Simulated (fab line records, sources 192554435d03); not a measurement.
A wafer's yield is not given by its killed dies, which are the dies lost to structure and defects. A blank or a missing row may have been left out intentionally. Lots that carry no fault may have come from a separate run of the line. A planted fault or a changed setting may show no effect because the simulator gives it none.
A single fault, viewed from 3 desks    flow n5 finfet    every desk sees just its own numbers, and what lay behind them comes last

THE DEFECT DESK
Per lot, the means of the sampled wafers with a number show what the inspections along the route counted. Marked OUT: a lot whose mean sits more than 4 standard deviations from the usual mean, which makes it out of limits; the brackets give that distance.
Columns: A = raw defect count at N5_STI_FIN_REVEAL_INSPECT_13, usual 13
lot   first seen here  A
L728  day 3 13:50      9
L729  day 3 21:12      11
L735  day 5 09:59      767 (+99 or more) OUT
L736  day 5 15:25      738 (+99 or more) OUT
L743  day 7 07:07      12
L746  day 8 01:00      15
Finding of this desk: L735, L736 out of limits; the first was L735 at day 5 09:59, on raw defect count at N5_STI_FIN_REVEAL_INSPECT_13. L728, L729, L743, L746: within limits.

TOOL OWNER'S DESK, remote plasma-02
The tool's own readings at N5_STI_FIN_REVEAL_PRECLEAN_17 (cleans in NF3:NH3, afs cycles 1, time 20 s, sublimation time 60 s): means of the sampled wafers that have a number, for each lot that ran on this tool. Marked OUT: a lot whose mean sits more than 4 standard deviations from the usual mean, which makes it out of limits; the brackets give that distance.
Columns: A = rf power w at N5_STI_FIN_REVEAL_PRECLEAN_17, usual 30.00 W
lot   first seen here  A
L729  day 3 20:18      30.05
L735  day 5 09:11      29.92
L736  day 5 14:35      29.92
This desk found nothing out of limits on any of the 3 lots.

AT THE METROLOGY DESK
What the gauges read for every lot (on any tool): the sampled wafers with a number, averaged. Marked OUT: a lot whose mean sits more than 4 standard deviations from the usual mean, which makes it out of limits; the brackets give that distance. Only the readings that lie furthest out on some lot appear, 7 of the 13 it has.
Columns: A = thk nm at N5_STI_FIN_REVEAL_THK_MEAS_05, usual 132.5 nm; B = IOFF_P at N5_BEOL_M4_RC_MEAS_101, usual 0.20 nA/um; C = ION_N at N5_BEOL_M4_RC_MEAS_101, usual 672 uA/um; D = ION_P at N5_BEOL_M4_RC_MEAS_101, usual 462 uA/um; E = SS_P at N5_BEOL_M4_RC_MEAS_101, usual 73.1 mV/dec; F = VT_N at N5_BEOL_M4_RC_MEAS_101, usual 251 mV; G = VT_P at N5_BEOL_M4_RC_MEAS_101, usual -251 mV
lot   first seen here  A      B     C    D    E     F    G
L728  day 3 10:32      133.0  0.16  656  452  72.2  255  -257
L729  day 3 17:01      133.0  0.17  668  457  73.0  253  -253
L735  day 5 06:38      133.2  0.18  673  462  72.6  249  -251
L736  day 5 12:08      132.7  0.22  669  463  73.4  249  -250
L743  day 7 03:50      130.5  0.18  669  457  72.4  254  -255
L746  day 7 21:42      132.7  0.19  681  465  72.6  252  -251
This desk found nothing out of limits on any of the 6 lots.

ALL TOGETHER
The defect desk could have raised an alarm at day 5 09:59, on L735, L736.
Nothing out of limits was seen by the tool owner's desk.
From the metrology desk's view, nothing was out of limits.
Tool owner's desk: L735, L736 on record, inside its limits.
The metrology desk has L735, L736 on record, within its limits.
On remote plasma-02, each named lot ran N5_STI_FIN_REVEAL_PRECLEAN_17.

WHAT THE SIMULATOR HAD PUT IN
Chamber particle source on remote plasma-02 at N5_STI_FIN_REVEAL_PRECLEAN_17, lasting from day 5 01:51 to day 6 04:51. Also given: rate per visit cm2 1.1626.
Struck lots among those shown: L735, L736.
Hours from the fault's start to each desk's first reading out of limits: the defect desk, 8.
